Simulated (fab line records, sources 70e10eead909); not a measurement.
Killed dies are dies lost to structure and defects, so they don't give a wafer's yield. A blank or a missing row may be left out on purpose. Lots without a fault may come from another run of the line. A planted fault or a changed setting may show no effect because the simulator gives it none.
A struck lot beside a sound one | flow nand_harc | 20 steps out of a route of 1159
Sound: wafers L421.3, L421.5, L421.6. Struck: wafers L419.3, L419.4, L419.5. The cause comes at the end.
At each step with rows: each side's tool, then ch and its chambers, then its first start. Under that, the readings that differ: sound wafers | struck wafers | difference of the means | sigmas: that difference in standard deviations of wafers without a fault.
alike: readings whose means differ by less than 2 such deviations, and words and numbers that are the same on both sides. not compared: withheld readings, readings that some wafer has no value for, bounds like >300 that may hide the same value, and numbers for which the record gives no deviation and whose values overlap.
The two part at a step that has a row with sigmas, a row that says differs or no value, or rows on one side only. Numbers that don't overlap but have no deviation are shown without sigmas and don't part them. A reading that every wafer of one side lacks parts them only if that side has two wafers or more.

NHARC_P_ZERO_WELL_CD_MEAS_37: target cd 720 nm.
  sound on cd_sem-03 ch 0, day 3 10:06; struck on cd_sem-03 ch 0, day 2 22:10
  alike: cd_nm
then, 1 step without rows for these wafers: NHARC_P_ZERO_WELL_HARDBAKE_38 (time 80 s).
NHARC_P_ZERO_WELL_DESCUM_39: chemistry O2, time 3 s.
  sound on rie_diel-12 ch 0,2,3, day 3 10:17; struck on rie_diel-01 ch 1,3, day 2 22:21
  alike: drypump_motor_current_A, o2_flow_sccm, oes_product_au, rf_vpp_V, showerhead_plenum_p_Torr, throttle_valve_pct
  not compared: rf_hours_counter_h
then, 9 steps without rows for these wafers: NHARC_P_ZERO_WELL_IMPLANT_40; NHARC_P_ZERO_WELL_IMPLANT_59; NHARC_P_ZERO_WELL_IMPLANT_60; NHARC_P_ZERO_WELL_STRIP_41 (strips in SPM, time 840 s); NHARC_P_ZERO_WELL_DEHYDRATE_44 (time 120 s); NHARC_P_ZERO_WELL_HMDS_45 (time 30 s); NHARC_P_ZERO_WELL_COAT_46; NHARC_P_ZERO_WELL_SOFTBAKE_47 (time 95 s); NHARC_P_ZERO_WELL_EBR_48.
NHARC_P_ZERO_WELL_EXPOSE_49: exposes mask P HVPW, target cd 2000 nm.
  sound on krf_scanner-02 ch 0, day 3 11:35; struck on krf_scanner-03 ch 0, day 2 23:41
  reading | sound                      | struck                              | difference | sigmas
  mask    | P_HVPW#0 P_HVPW#0 P_HVPW#0 | P_HVPW_R1#0 P_HVPW_R1#0 P_HVPW_R1#0 | differs    |
then, 2 steps without rows for these wafers: NHARC_P_ZERO_WELL_PEB_50 (peb time 85 s); NHARC_P_ZERO_WELL_DEVELOP_51 (time 70 s).
NHARC_P_ZERO_WELL_CD_MEAS_52: target cd 2000 nm.
  sound on cd_sem-01 ch 0, day 3 11:44; struck on cd_sem-03 ch 0, day 2 23:50
  reading    | sound                | struck               | difference | sigmas
  cd_nm (nm) | 1999.4 2001.5 1997.6 | 1711.6 1713.1 1711.7 | -287.4     | -99 or more
then, 1 step without rows for these wafers: NHARC_P_ZERO_WELL_HARDBAKE_53 (time 80 s).
NHARC_P_ZERO_WELL_DESCUM_54: chemistry O2, time 3 s.
  sound on rie_diel-12 ch 0,2,3, day 3 11:56; struck on rie_diel-01 ch 1,3, day 2 23:59
  reading                      | sound          | struck         | difference | sigmas
  model.P_ZERO_WELL.cd_nm (nm) | 1998 2001 1998 | 1712 1713 1713 | -286       |
  alike: drypump_motor_current_A, o2_flow_sccm, oes_product_au, rf_vpp_V, showerhead_plenum_p_Torr, throttle_valve_pct
  not compared: rf_hours_counter_h
then, 1 step without rows for these wafers: NHARC_P_ZERO_WELL_IMPLANT_55.
-- the record jumps here: 18 days lie between the struck wafers' starts before and after (it left off in module P_ZERO_WELL and takes up again in module END, whose first step shown is number 1159 of the route) --
NHARC_END_SORT_01:
  the record has rows for the struck wafers here (prober-01 ch 0, day 21 02:06) and none for the sound ones

WHERE THEY PART
First at NHARC_P_ZERO_WELL_EXPOSE_49; last, within this record, at NHARC_END_SORT_01.

WHY: what the simulator had put in
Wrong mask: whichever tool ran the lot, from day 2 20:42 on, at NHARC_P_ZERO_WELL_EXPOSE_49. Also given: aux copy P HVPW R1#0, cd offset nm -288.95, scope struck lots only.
